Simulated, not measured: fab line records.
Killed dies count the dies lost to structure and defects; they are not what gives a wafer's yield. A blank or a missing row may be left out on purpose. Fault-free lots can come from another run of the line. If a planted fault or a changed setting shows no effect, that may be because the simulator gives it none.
fab line records	flow nandHarc
record: lots: 11	wafers: 33	lastDay: 34
route steps=1302 shown P_GATE@138
lots that met no fault: from a run of the same line without faults
startH: hours from the record's first day to the start of the lot's first wafer shown	waitH: hours elapsed since this lot's preceding step	" as in the row above	L1.1+2: a row that stands for several wafers	- no value, or no start was given	* or withheld: withheld	< > ~ a bound
route shown NAME@n: NAME is a module with steps in the file, n the number in the route of the first one	usual: mean/standard deviation taken from wafers without a fault	same: alike in all rows	chamber/n: place in a boat	sites: readings site by site	_std_site: their standard deviation	_edge_site: mean of outer sites minus mean of inner sites	radiusMm: for every site, how far away it sits from the centre of the wafer	mask NAME#n: copy n	behind: the most recent tool/chamber to have shaped the wafer	hold: what put the lot on hold/how long, in hours/how the hold closed	device: the n, p or np transistor that did not switch	end of line: at the end of the route, the tests of the same wafers	for a step that has no rows: nothing shown but its recipe	killed: not the wafer's yield, but the dies lost to structure and defects at the first sort	map: a wafer's dies, x killed, . not, _ none there
set.NAME: the setting that was run; set.NAME@STEP: the one run at that earlier step	model.NAME: the simulator's own value behind a step, which no gauge read
steps of the route over a sample of lots; a table a step, a row a wafer
services: from which hour (startH, from the record's first day; less than 0 if before it) a tool's chamber was out of use, for how many hours, and why
== steps ==
step: NHARC_P_GATE_EXPOSE_23
recipe: na: 1.35	targetCdNm: 120	doseMj: 93.91	maskId: P_GATE
usual: reticleTempC: 23.00/0.1
lot.wafer	tool	chamber	startH	waitH	mask	reticleTempC
L697.1	arfiScanner-01	0	109.20	-	P_GATE#0	23.11
L697.3	"	0	"	"	P_GATE#0	22.85
L697.4	"	0	"	"	P_GATE#0	23.00
L698.2	arfiScanner-01	0	116.00	-	P_GATE#0	22.99
L698.3	"	0	"	"	P_GATE#0	22.87
L698.6	"	0	"	"	P_GATE#0	22.82
L700.1	arfiScanner-03	0	135.74	-	P_GATE#0	23.22
L700.4	"	0	"	"	P_GATE#0	23.04
L700.5	"	0	"	"	P_GATE#0	23.12
L701.1	arfiScanner-03	0	154.61	-	P_GATE#0	23.12
L701.4	"	0	"	"	P_GATE#0	23.17
L701.6	"	0	"	"	P_GATE#0	23.08
L703.2	arfiScanner-01	0	171.12	-	P_GATE#0	23.00
L703.3	"	0	"	"	P_GATE#0	23.06
L703.6	"	0	"	"	P_GATE#0	22.80
L704.1	arfiScanner-01	0	173.57	-	P_GATE#0	23.07
L704.5	"	0	"	"	P_GATE#0	22.96
L704.6	"	0	"	"	P_GATE#0	23.15
L705.3	arfiScanner-02	0	185.50	-	P_GATE#0	22.99
L705.4	"	0	"	"	P_GATE#0	23.08
L705.6	"	0	"	"	P_GATE#0	22.91
L708.2	arfiScanner-02	0	214.96	-	P_GATE#0	22.83
L708.4	"	0	"	"	P_GATE#0	22.89
L708.6	"	0	"	"	P_GATE#0	22.87
L711.2	arfiScanner-03	0	239.02	-	P_GATE#0	22.95
L711.3	"	0	"	"	P_GATE#0	23.08
L711.4	"	0	"	"	P_GATE#0	22.92
L710.2	arfiScanner-03	0	239.37	-	P_GATE_R1#0	23.05
L710.3	"	0	"	"	P_GATE_R1#0	23.20
L710.5	"	0	"	"	P_GATE_R1#0	22.87
L719.2	arfiScanner-02	0	323.74	-	P_GATE#0	22.84
L719.4	"	0	"	"	P_GATE#0	22.97
L719.6	"	0	"	"	P_GATE#0	23.13
step: NHARC_P_GATE_CD_MEAS_26
recipe: targetCdNm: 120	landingEnergyEv: 500
usual: cdNm: 119.8/0.53
lot.wafer	tool	chamber	startH	waitH	cdNm
L697.1	cdSem-01	0	109.34	-	119.4
L697.3	"	0	"	"	119.5
L697.4	"	0	"	"	119.4
L698.2	cdSem-03	0	116.14	-	119.3
L698.3	"	0	"	"	120.0
L698.6	"	0	"	"	119.9
L700.1	cdSem-01	0	135.88	-	120.1
L700.4	"	0	"	"	121.0
L700.5	"	0	"	"	121.0
L701.1	cdSem-01	0	154.74	-	119.9
L701.4	"	0	"	"	120.5
L701.6	"	0	"	"	119.7
L703.2	cdSem-03	0	171.25	-	120.1
L703.3	"	0	"	"	120.5
L703.6	"	0	"	"	120.0
L704.1	cdSem-02	0	173.71	-	119.3
L704.5	"	0	"	"	119.3
L704.6	"	0	"	"	119.5
L705.3	cdSem-01	0	185.64	-	120.3
L705.4	"	0	"	"	120.1
L705.6	"	0	"	"	119.4
L708.2	cdSem-03	0	215.10	-	120.2
L708.4	"	0	"	"	119.6
L708.6	"	0	"	"	119.4
L711.2	cdSem-01	0	239.16	-	119.1
L711.3	"	0	"	"	118.7
L711.4	"	0	"	"	119.3
L710.2	cdSem-01	0	239.51	-	112.5
L710.3	"	0	"	"	112.6
L710.5	"	0	"	"	111.7
L719.2	cdSem-02	0	323.88	-	120.5
L719.4	"	0	"	"	120.5
L719.6	"	0	"	"	120.3
step: NHARC_P_GATE_ETCHBACK_37
recipe: targetDepthA: 345	timeS: 17.2	chf3FlowSccm: 50	o2FlowSccm: 10	arFlowSccm: 200	rfW: 500	biasW: 200	chemistry: CHF3/O2
usual: chf3FlowSccm: 50.02/0.16	drypumpMotorCurrentA: 5.7/0.4	oesProductAu: 0.95/0.032	rfVppV: 370.8/2	showerheadPlenumPTorr: 2.41/0.086	throttleValvePct: 20.573/0.0083
lot.wafer	tool	chamber	startH	waitH	chf3FlowSccm	drypumpMotorCurrentA	oesProductAu	rfHoursCounterH	rfVppV	showerheadPlenumPTorr	throttleValvePct
L697.3	rieDiel-04	0	-	-	50.02	5.8	0.99	3.9	367.5	2.29	20.569
L697.4	"	1	"	"	49.95	6.2	0.98	4.6	370.1	2.37	20.580
L697.1	"	2	"	"	50.18	5.7	0.99	5.4	371.4	2.48	20.558
L698.2	rieDiel-06	1	-	-	50.09	6.0	0.95	9.3	370.7	2.44	20.570
L698.3	"	2	"	"	49.91	5.9	0.94	10.6	371.9	2.46	20.573
L698.6	"	0	"	"	50.05	4.7	0.93	-	369.6	2.35	20.566
L700.1	rieDiel-06	3	-	-	49.97	6.0	1.01	0.3	373.1	2.49	20.555
L700.4	"	1	"	"	49.93	6.0	1.01	0.2	372.3	2.44	20.576
L700.5	"	0	"	"	50.08	4.8	1.00	-	369.9	2.35	20.584
L701.1	rieDiel-08	1	-	-	50.37	5.5	0.92	7.3	368.2	2.32	20.580
L701.4	"	3	"	"	49.92	6.1	0.93	-	371.3	2.43	20.562
L701.6	"	2	"	"	50.16	5.5	0.93	-	368.4	2.30	20.571
L703.2	rieDiel-08	1	-	-	50.26	5.5	0.99	8.1	368.0	2.32	20.581
L703.3	"	1	"	"	50.04	5.5	0.99	-	367.9	2.32	20.577
L703.6	"	1	"	"	50.15	5.5	0.99	-	368.7	2.32	20.570
L704.1	rieDiel-06	0	-	-	49.92	4.7	0.93	2.4	368.8	2.35	20.563
L704.5	"	3	"	"	50.09	6.0	0.94	-	372.5	2.49	20.576
L704.6	"	0	"	"	49.90	4.7	0.93	-	370.0	2.35	20.578
L705.3	rieDiel-06	0	-	-	50.13	4.7	0.93	2.7	370.8	2.35	20.579
L705.6	"	2	"	"	49.85	5.8	0.92	-	371.9	2.46	20.582
L705.4	"	0	"	"	49.83	4.8	0.92	-	370.4	2.35	20.576
L708.2	rieDiel-06	2	-	-	49.73	5.8	0.93	3.3	372.6	2.46	20.581
L708.4	"	0	"	"	49.96	4.7	0.93	4.2	371.7	2.35	20.555
L708.6	"	1	"	"	49.74	6.0	0.93	-	371.6	2.44	20.563
L711.3	rieDiel-08	2	-	-	50.01	5.4	0.93	2.4	369.0	2.30	20.560
L711.2	"	0	"	"	50.02	5.9	0.93	3.5	373.6	2.55	20.576
L711.4	"	2	"	"	49.98	5.5	0.93	-	368.9	2.30	20.561
L710.2	rieDiel-08	2	-	-	50.12	5.5	0.97	2.4	367.7	2.30	20.586
L710.3	"	0	"	"	50.10	5.8	0.97	3.5	375.1	2.55	20.567
L710.5	"	2	"	"	50.14	5.4	0.97	-	367.4	2.30	20.575
L719.4	rieDiel-04	3	-	-	50.24	5.1	0.91	7.8	373.2	2.49	20.572
L719.2	"	0	"	"	49.92	5.9	0.93	7.7	368.9	2.29	20.582
L719.6	"	3	"	"	50.16	5.1	0.92	-	373.1	2.50	20.559
step: NHARC_P_GATE_STRIP_112
recipe: powerW: 1500	tempC: 110	timeS: 200	chemistry: N2/H2
usual: drypumpMotorCurrentA: 6.05/0.22	heaterPowerW: 92/5.7
lot.wafer	tool	chamber	startH	waitH	drypumpMotorCurrentA	heaterPowerW	rfHoursCounterH
L697.1	plasmaAsher-02	0	125.66	0.2	6.07	91	7
L697.3	"	0	"	"	6.07	93	-
L697.4	"	1	"	"	6.41	83	-
L698.2	plasmaAsher-01	1	130.39	0.2	5.88	93	26
L698.3	"	1	"	"	5.86	94	-
L698.6	"	1	"	"	5.87	92	-
L700.1	plasmaAsher-01	0	150.22	0.2	5.85	98	30
L700.4	"	0	"	"	5.84	98	-
L700.5	"	0	"	"	5.83	97	-
L701.1	plasmaAsher-01	1	169.08	0.2	5.84	95	34
L701.4	"	1	"	"	5.88	97	-
L701.6	"	0	"	"	5.86	98	-
L703.2	plasmaAsher-02	1	187.54	0.2	6.40	84	22
L703.3	"	0	"	"	6.07	93	-
L703.6	"	1	"	"	6.37	83	-
L704.1	plasmaAsher-02	0	187.90	0.2	6.07	92	22
L704.5	"	1	"	"	6.41	85	-
L704.6	"	0	"	"	6.05	92	-
L705.4	plasmaAsher-01	0	200.22	0.2	5.86	98	-
L705.3	"	1	"	"	5.88	100	-
L705.6	"	1	"	"	5.88	101	-
L708.2	plasmaAsher-02	1	229.42	0.2	6.45	85	30
L708.4	"	1	"	"	6.42	84	-
L708.6	"	1	"	"	6.43	85	-
L711.2	plasmaAsher-01	1	253.49	0.2	5.86	102	15
L711.4	"	1	"	"	5.86	101	-
L711.3	"	0	"	"	5.85	97	-
L710.2	plasmaAsher-01	1	254.42	0.4	5.86	99	16
L710.3	"	0	"	"	5.84	94	-
L710.5	"	0	"	"	5.85	99	-
L719.2	plasmaAsher-02	1	338.30	0.2	6.40	82	16
L719.4	"	1	"	"	6.43	84	-
L719.6	"	1	"	"	6.40	83	-
step: NHARC_P_GATE_STRIP_76
recipe: powerW: 1500	tempC: 250	chemistry: O2
usual: drypumpMotorCurrentA: 6.05/0.22	heaterPowerW: 346/22
lot.wafer	tool	chamber	startH	waitH	drypumpMotorCurrentA	heaterPowerW	rfHoursCounterH
L697.1	plasmaAsher-02	0	125.92	0.2	6.05	350	8
L697.3	"	0	"	"	6.05	341	-
L697.4	"	1	"	"	6.37	322	-
L698.2	plasmaAsher-01	1	130.62	0.2	5.88	354	26
L698.3	"	1	"	"	5.89	356	-
L698.6	"	1	"	"	5.88	354	-
L700.1	plasmaAsher-01	0	150.48	0.2	5.86	370	31
L700.4	"	0	"	"	5.85	371	-
L700.5	"	0	"	"	5.87	368	-
L701.1	plasmaAsher-01	1	169.31	0.2	5.87	368	34
L701.4	"	1	"	"	5.87	362	-
L701.6	"	0	"	"	5.84	363	-
L703.2	plasmaAsher-02	1	187.77	0.2	6.43	316	22
L703.3	"	0	"	"	6.05	352	-
L703.6	"	1	"	"	6.42	317	-
L704.1	plasmaAsher-02	0	188.12	0.2	6.07	346	22
L704.5	"	1	"	"	6.41	318	-
L704.6	"	0	"	"	6.07	348	-
L705.4	plasmaAsher-01	0	200.41	0.2	5.83	358	-
L705.3	"	1	"	"	5.90	368	-
L705.6	"	1	"	"	5.90	373	-
L708.2	plasmaAsher-02	1	229.68	0.2	6.41	306	30
L708.4	"	1	"	"	6.39	326	-
L708.6	"	1	"	"	6.38	316	-
L711.2	plasmaAsher-01	1	253.75	0.2	5.87	386	15
L711.4	"	1	"	"	5.87	364	-
L711.3	"	0	"	"	5.83	367	-
L710.2	plasmaAsher-01	1	254.69	0.2	5.87	375	16
L710.3	"	0	"	"	5.87	352	-
L710.5	"	0	"	"	5.85	358	-
L719.2	plasmaAsher-02	1	338.56	0.2	6.39	310	16
L719.4	"	1	"	"	6.38	318	-
L719.6	"	1	"	"	6.44	317	-
== services ==
tool	chamber	startH	hours	kind
plasmaAsher-02	-	98.59	0.7	repair
plasmaAsher-01	-	122.21	2.5	repair
rieDiel-06	-	130.20	9.0	pm
arfiScanner-02	-	140.00	4.0	pm
rieDiel-08	0	147.02	23.0	repair
rieDiel-04	-	164.10	0.3	repair
rieDiel-06	2	166.11	20.1	repair
arfiScanner-03	-	169.31	1.9	repair
plasmaAsher-01	-	169.61	9.0	pm
rieDiel-08	3	175.05	12.2	repair
rieDiel-08	2	180.09	9.1	repair
rieDiel-06	1	185.32	13.0	repair
rieDiel-08	-	191.47	9.0	pm
arfiScanner-03	-	196.00	4.0	pm
rieDiel-08	1	248.51	4.1	repair
plasmaAsher-02	-	249.73	9.0	pm
arfiScanner-01	-	252.00	4.0	pm
arfiScanner-02	-	253.03	0.9	repair
arfiScanner-01	-	284.46	8.3	repair
rieDiel-06	1	294.07	1.2	repair
rieDiel-06	-	307.20	9.0	pm
arfiScanner-02	-	312.00	4.0	pm
arfiScanner-03	-	314.98	1.1	repair
arfiScanner-01	-	315.33	0.2	repair
== key ==
firstSign: step: NHARC_P_GATE_EXPOSE_23	reading: mask	direction: changed
effect: step: NHARC_P_GATE_CD_MEAS_26	reading: cdNm	direction: down	sigmas: 14	usual: 119.8	struck: 112.3
metAt NHARC_P_GATE_EXPOSE_23
struckLots L710
testerLeftOut L710
notActingAt NHARC_P_GATE_ETCHBACK_37,NHARC_P_GATE_STRIP_112,NHARC_P_GATE_STRIP_76
onsetBetween 239.02 239.37
fault: kind: wrongMask	tool: any	chamber: -	onsetH: 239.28	steps: NHARC_P_GATE_EXPOSE_23	auxCopy: P_GATE_R1#0	cdOffsetNm: -7.6882	scope: struckLotsOnly
testerLeftOut: of these lots the tester's yield and bins aren't shown, on N5 and GAA mostly nor the transistor test; their killed dies are dies lost to structure and defects alone, not to doping, threshold or leakage, so they don't give the yield
